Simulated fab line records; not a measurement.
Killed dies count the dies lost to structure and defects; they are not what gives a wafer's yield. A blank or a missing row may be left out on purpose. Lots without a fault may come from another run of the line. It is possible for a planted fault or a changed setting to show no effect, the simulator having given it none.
Problem report, 8D (eight disciplines) form, completed by code	flow n5 finfet	the parts of the form that need people (team, actions taken, sign-off) are left out

1. THE PROBLEM
Wafers without a fault read 400.02 C with a standard deviation of 0.23, while susceptor temp C at N5_BEOL_M2_PECVD_72 averages 408.94 C across 2 wafers of 1 lot. Measured from the usual mean, that is +39 standard deviations.
The step: deposits SiO2 from TEOS/O2, target thk 16 nm, time 18 s.
The first sign was on wafer L803.1 at day 10 19:35, on pecvd-02. Wafers with a number at this step in the record: 30, from 10 lots. By rule, "out" or "out of limits" means more than 4 standard deviations away from the usual mean. The other wafers with a number count as sound.

2. WHAT IT IS; WHAT IT IS NOT
question	is	is not
which readings at this step	susceptor temp C	heater power w, showerhead plenum p Torr, throttle valve pct
which lots	L803	L788, L789, L790, L796, L801, L806, L808, L809, L810
which wafers of those lots	L803.1, L803.5	L803.2
read on which tools	pecvd-02	pecvd-03, pecvd-04
when	from day 10 19:35	up to then (16 sound wafers); but 12 sound wafers of L806, L808, L809, L810 came after

3. SUSPECTS, AND WHAT RULES EACH OUT
Counting: a tool at a process step up to the reading stays a suspect if it ran every lot that is out. Sound lots after the first of them don't rule it out here, since some wafers of a struck lot are sound.
- pvd sputter-02 at N5_BEOL_M1_SPUTTER_81 (material Cu, target thk 4.5 nm, time 8.29 s): kept. It ran the lot that is out, L803 (day 10 17:02).
- pvd sputter-02 at N5_BEOL_M1_SPUTTER_92 (material Cu, target thk 4.5 nm, time 8.29 s): kept. It ran the lot that is out, L803 (day 10 17:55).
- pecvd-02 at N5_BEOL_M2_PECVD_72 (deposits SiO2 from TEOS/O2, target thk 16 nm, time 18 s): kept. It ran the lot that is out, L803 (day 10 19:35); its last sound lot up to then is L801 (day 10 15:11). Out on those wafers are its own readings of susceptor temp C.
- Within pecvd-02 at N5_BEOL_M2_PECVD_72, the wafers that are out were processed in chamber 0 and their sound lot-mates in chamber 2.
pvd sputter-02 at N5_BEOL_M1_SPUTTER_81, pvd sputter-02 at N5_BEOL_M1_SPUTTER_92 and pecvd-02 at N5_BEOL_M2_PECVD_72 are what is left after counting.

4. THE CAUSE (what the simulator had put in)
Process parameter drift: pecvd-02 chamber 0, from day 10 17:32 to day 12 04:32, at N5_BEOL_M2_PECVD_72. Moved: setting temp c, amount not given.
This tool is one of the 3 suspects left after counting.

5. THE EFFECT CHAIN, in route order
Rows list readings where the struck wafers' mean (over those with a number) sits beyond 3 standard deviations from the usual. Readings are gone through only where the record gives a usual standard deviation; hours: the median, over the lots, of the time from a lot's start at the first step in this table giving one to that lot's start at this step; sigmas: the change measured in usual standard deviations.
hours	step	reading	usual	on struck wafers	change	sigmas
0	N5_BEOL_M2_PECVD_72	susceptor temp C	400.02 C	408.94	+8.92	+39
It contains these process steps:
- N5_BEOL_M2_PECVD_72: deposits SiO2 from TEOS/O2, target thk 16 nm, time 18 s.
At these later measuring or inspecting steps, every struck wafer for which the step has a row has a number for every such reading, and none has moved that far: N5_BEOL_M2_OVL_MEAS_12, N5_BEOL_M4_RC_MEAS_101.

6. HOW IT WOULD HAVE BEEN CAUGHT EARLIER
The fault began at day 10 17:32; the first out-of-limits reading in this record came at day 10 19:35, 2 hours later.
